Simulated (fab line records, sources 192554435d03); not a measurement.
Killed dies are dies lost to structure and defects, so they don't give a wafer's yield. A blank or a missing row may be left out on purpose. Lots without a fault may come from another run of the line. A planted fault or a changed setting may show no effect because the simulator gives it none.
A struck lot beside a sound one | flow n5_finfet | 14 steps out of a route of 1938
Sound: wafers L175.1, L175.2, L175.3. Struck: wafers L181.2, L181.4, L181.5. The cause comes at the end.
At each step with rows: each side's tool, then ch and its chambers, then its first start. Under that, the readings that differ: sound wafers | struck wafers | difference of the means | sigmas: that difference in standard deviations of wafers without a fault.
alike: readings whose means differ by less than 2 such deviations, and words and numbers that are the same on both sides. not compared: withheld readings, readings that some wafer has no value for, bounds like >300 that may hide the same value, and numbers for which the record gives no deviation and whose values overlap.
The two part at a step that has a row with sigmas, a row that says differs or no value, or rows on one side only. Numbers that don't overlap but have no deviation are shown without sigmas and don't part them. A reading that every wafer of one side lacks parts them only if that side has two wafers or more.

first, 1 step without rows for these wafers: N5_ILD0_PRECLEAN_10 (cleans in NF3:NH3, afs cycles 5, time 20 s, sublimation time 60 s).
N5_ILD0_ALD_15: deposits SiNx, target thk 24 nm, pulse time 1 s, ald cycles 480.
  sound on ald_sin-03 ch 0,1,2, day 3 20:59; struck on ald_sin-01 ch 2,3, day 5 10:30
  alike: heater_power_w, precursor_pulse_height_rel
N5_ILD0_CMP_12: polishes SiNx, stops on poly-Si, t overpolish 6 s, target thk 17.67 nm.
  sound on cmp-04 ch 1,2,3, day 3 23:11; struck on cmp-01 ch 1,3, day 5 12:53
  alike: motor_current_A, overpolish_run_s, time_to_endpoint_s
N5_ILD0_THK_MEAS_13:
  sound on film_metro-01, day 3 23:28; struck on film_metro-02, day 5 13:09
  alike: thk_nm
N5_ILD0_INSPECT_06: inspects for defects (darkfield).
  sound on defect_inspect-02, day 3 23:30; struck on defect_inspect-01, day 5 13:10
  alike: raw_defect_count
N5_SDB_HM_DEP_00: deposits SiNx from SiH4/NH3/N2, target thk 40 nm, time 35.3 s.
  sound on pecvd-01 ch 0,1,2, day 3 23:32; struck on pecvd-04 ch 0,2, day 5 13:13
  alike: heater_power_w, showerhead_plenum_p_Torr, throttle_valve_pct
then, 6 steps without rows for these wafers: N5_SDB_COAT_03 (time 60 s, resist thk 100 nm); N5_SDB_COAT_04 (time 60 s, resist thk 18 nm); N5_SDB_COAT_05 (resist thk 90 nm); N5_SDB_EBR_07; N5_SDB_SOFTBAKE_06 (time 60 s); N5_SDB_EXPOSE_08 (exposes mask SDB).
N5_SDB_PEB_09: peb time 60 s.
  sound on litho_track-01 ch 0, day 3 23:47; struck on litho_track-03, day 5 13:30
  no value came back on the struck wafers for chill_plate_temp_C (C), exhaust_pa (Pa); on the sound wafers chill_plate_temp_C (C) reads 23.16 23.10 22.93
then, 1 step without rows for these wafers: N5_SDB_DEVELOP_10 (develop time 30 s).

WHERE THEY PART
Only at N5_SDB_PEB_09, within this record.

WHY: what the simulator had put in
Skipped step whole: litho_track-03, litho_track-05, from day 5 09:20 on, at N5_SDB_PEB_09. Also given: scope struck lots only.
